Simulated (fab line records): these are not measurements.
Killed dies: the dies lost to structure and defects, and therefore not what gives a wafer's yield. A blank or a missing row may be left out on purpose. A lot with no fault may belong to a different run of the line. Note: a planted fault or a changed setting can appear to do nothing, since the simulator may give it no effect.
Chamber matching || flow n5-finfet || N5_HKMG_FIN_ETCH_31 on rie-diel-03: 4 sister chambers
The step etches SiARC in CF4, target depth 45.5 nm, time 75.8 s. 24 wafers are shown with their chamber, then 12 later ones without.

## WAFERS, EACH WITH ITS CHAMBER
{"wafer": "L075.1", "chamber": 2, "showerhead-plenum-p-Torr (Torr)": 2.22, "drypump-motor-current-A (A)": 5.94, "etch-rf-on-time-s (s)": 77.9}
{"wafer": "L075.2", "chamber": 1, "showerhead-plenum-p-Torr (Torr)": 2.08, "drypump-motor-current-A (A)": 5.76, "etch-rf-on-time-s (s)": 74.8}
{"wafer": "L075.3", "chamber": 0, "showerhead-plenum-p-Torr (Torr)": 2.13, "drypump-motor-current-A (A)": 5.51, "etch-rf-on-time-s (s)": 72.3}
{"wafer": "L075.4", "chamber": 1, "showerhead-plenum-p-Torr (Torr)": 2.08, "drypump-motor-current-A (A)": 5.78, "etch-rf-on-time-s (s)": 75.4}
{"wafer": "L075.5", "chamber": 2, "showerhead-plenum-p-Torr (Torr)": 2.22, "drypump-motor-current-A (A)": 5.95, "etch-rf-on-time-s (s)": 78.5}
{"wafer": "L075.6", "chamber": 0, "showerhead-plenum-p-Torr (Torr)": 2.13, "drypump-motor-current-A (A)": 5.51, "etch-rf-on-time-s (s)": 72.8}
{"wafer": "L076.2", "chamber": 2, "showerhead-plenum-p-Torr (Torr)": 2.22, "drypump-motor-current-A (A)": 5.96, "etch-rf-on-time-s (s)": 77.7}
{"wafer": "L076.4", "chamber": 0, "showerhead-plenum-p-Torr (Torr)": 2.13, "drypump-motor-current-A (A)": 5.52, "etch-rf-on-time-s (s)": 71.9}
{"wafer": "L076.6", "chamber": 2, "showerhead-plenum-p-Torr (Torr)": 2.22, "drypump-motor-current-A (A)": 5.96, "etch-rf-on-time-s (s)": 78.3}
{"wafer": "L077.2", "chamber": 1, "showerhead-plenum-p-Torr (Torr)": 2.07, "drypump-motor-current-A (A)": 5.78, "etch-rf-on-time-s (s)": 75.5}
{"wafer": "L077.3", "chamber": 0, "showerhead-plenum-p-Torr (Torr)": 2.13, "drypump-motor-current-A (A)": 5.50, "etch-rf-on-time-s (s)": 72.6}
{"wafer": "L077.5", "chamber": 2, "showerhead-plenum-p-Torr (Torr)": 2.22, "drypump-motor-current-A (A)": 5.92, "etch-rf-on-time-s (s)": 78.7}
{"wafer": "L078.2", "chamber": 1, "showerhead-plenum-p-Torr (Torr)": 2.07, "drypump-motor-current-A (A)": 5.78, "etch-rf-on-time-s (s)": 75.1}
{"wafer": "L078.4", "chamber": 0, "showerhead-plenum-p-Torr (Torr)": 2.13, "drypump-motor-current-A (A)": 5.53, "etch-rf-on-time-s (s)": 72.4}
{"wafer": "L078.5", "chamber": 1, "showerhead-plenum-p-Torr (Torr)": 2.07, "drypump-motor-current-A (A)": 5.78, "etch-rf-on-time-s (s)": 75.0}
{"wafer": "L081.1", "chamber": 1, "showerhead-plenum-p-Torr (Torr)": 2.07, "drypump-motor-current-A (A)": 5.78, "etch-rf-on-time-s (s)": 74.1}
{"wafer": "L081.2", "chamber": 0, "showerhead-plenum-p-Torr (Torr)": 2.12, "drypump-motor-current-A (A)": 5.50, "etch-rf-on-time-s (s)": 72.0}
{"wafer": "L081.3", "chamber": 3, "showerhead-plenum-p-Torr (Torr)": 2.07, "drypump-motor-current-A (A)": 5.64, "etch-rf-on-time-s (s)": 77.4}
{"wafer": "L081.4", "chamber": 3, "showerhead-plenum-p-Torr (Torr)": 2.07, "drypump-motor-current-A (A)": 5.62, "etch-rf-on-time-s (s)": 78.2}
{"wafer": "L081.5", "chamber": 0, "showerhead-plenum-p-Torr (Torr)": 2.12, "drypump-motor-current-A (A)": 5.52, "etch-rf-on-time-s (s)": 71.9}
{"wafer": "L081.6", "chamber": 1, "showerhead-plenum-p-Torr (Torr)": 2.07, "drypump-motor-current-A (A)": 5.77, "etch-rf-on-time-s (s)": 74.7}
{"wafer": "L084.1", "chamber": 3, "showerhead-plenum-p-Torr (Torr)": 2.07, "drypump-motor-current-A (A)": 5.62, "etch-rf-on-time-s (s)": 77.3}
{"wafer": "L084.4", "chamber": 0, "showerhead-plenum-p-Torr (Torr)": 2.12, "drypump-motor-current-A (A)": 5.51, "etch-rf-on-time-s (s)": 73.2}
{"wafer": "L084.5", "chamber": 0, "showerhead-plenum-p-Torr (Torr)": 2.12, "drypump-motor-current-A (A)": 5.50, "etch-rf-on-time-s (s)": 72.8}

SIGNATURES (means of the wafers above)
{"reading": "showerhead-plenum-p-Torr", "chamber 0": 2.1256, "chamber 1": 2.0729, "chamber 2": 2.2200, "chamber 3": 2.0700, "scatter within a chamber": 0.00427}
{"reading": "drypump-motor-current-A", "chamber 0": 5.5111, "chamber 1": 5.7757, "chamber 2": 5.9460, "chamber 3": 5.6267, "scatter within a chamber": 0.0115}
{"reading": "etch-rf-on-time-s", "chamber 0": 72.433, "chamber 1": 74.943, "chamber 2": 78.220, "chamber 3": 77.633, "scatter within a chamber": 0.457}
Rule: a wafer lies at a distance from a chamber equal to the root of the sum of squares, over the readings, of (its reading less the chamber's mean, divided by the reading's scatter). If the next closest chamber is less than 2 further off than the closest, the wafer can't be placed; otherwise it belongs to the closest. How the scatter is found: for the shown wafers, subtract from each reading the mean of its chamber, square and add these, divide the total by (wafers less chambers), then take the root.

## WAFERS WHOSE CHAMBER IS MISSING
{"wafer": "L092.1", "showerhead-plenum-p-Torr (Torr)": 2.07, "drypump-motor-current-A (A)": 5.79, "etch-rf-on-time-s (s)": 76.1}
{"wafer": "L092.2", "showerhead-plenum-p-Torr (Torr)": 2.12, "drypump-motor-current-A (A)": 5.53, "etch-rf-on-time-s (s)": 75.3}
{"wafer": "L092.3", "showerhead-plenum-p-Torr (Torr)": 2.06, "drypump-motor-current-A (A)": 5.68, "etch-rf-on-time-s (s)": 79.4}
{"wafer": "L092.4", "showerhead-plenum-p-Torr (Torr)": 2.21, "drypump-motor-current-A (A)": 5.97, "etch-rf-on-time-s (s)": 78.8}
{"wafer": "L092.5", "showerhead-plenum-p-Torr (Torr)": 2.06, "drypump-motor-current-A (A)": 5.80, "etch-rf-on-time-s (s)": 75.6}
{"wafer": "L092.6", "showerhead-plenum-p-Torr (Torr)": 2.12, "drypump-motor-current-A (A)": 5.54, "etch-rf-on-time-s (s)": 75.6}
{"wafer": "L093.2", "showerhead-plenum-p-Torr (Torr)": 2.21, "drypump-motor-current-A (A)": 5.97, "etch-rf-on-time-s (s)": 78.1}
{"wafer": "L093.3", "showerhead-plenum-p-Torr (Torr)": 2.06, "drypump-motor-current-A (A)": 5.67, "etch-rf-on-time-s (s)": 79.1}
{"wafer": "L093.6", "showerhead-plenum-p-Torr (Torr)": 2.12, "drypump-motor-current-A (A)": 5.51, "etch-rf-on-time-s (s)": 75.1}
{"wafer": "L095.1", "showerhead-plenum-p-Torr (Torr)": 2.21, "drypump-motor-current-A (A)": 5.98, "etch-rf-on-time-s (s)": 79.5}
{"wafer": "L095.2", "showerhead-plenum-p-Torr (Torr)": 2.11, "drypump-motor-current-A (A)": 5.52, "etch-rf-on-time-s (s)": 73.9}
{"wafer": "L095.6", "showerhead-plenum-p-Torr (Torr)": 2.21, "drypump-motor-current-A (A)": 5.99, "etch-rf-on-time-s (s)": 79.3}

## CHAMBER TAKEN BY EACH
{"wafer": "L092.1", "from the rows above": 1, "in truth": 1}
{"wafer": "L092.2", "from the rows above": 0, "in truth": 0}
{"wafer": "L092.3", "from the rows above": 3, "in truth": 3}
{"wafer": "L092.4", "from the rows above": 2, "in truth": 2}
{"wafer": "L092.5", "from the rows above": 1, "in truth": 1}
{"wafer": "L092.6", "from the rows above": 0, "in truth": 0}
{"wafer": "L093.2", "from the rows above": 2, "in truth": 2}
{"wafer": "L093.3", "from the rows above": 3, "in truth": 3}
{"wafer": "L093.6", "from the rows above": 0, "in truth": 0}
{"wafer": "L095.1", "from the rows above": 2, "in truth": 2}
{"wafer": "L095.2", "from the rows above": 0, "in truth": 0}
{"wafer": "L095.6", "from the rows above": 2, "in truth": 2}
Placed correctly: 12 of 12. From these rows, 0 cannot be placed. Placed wrongly: 0.
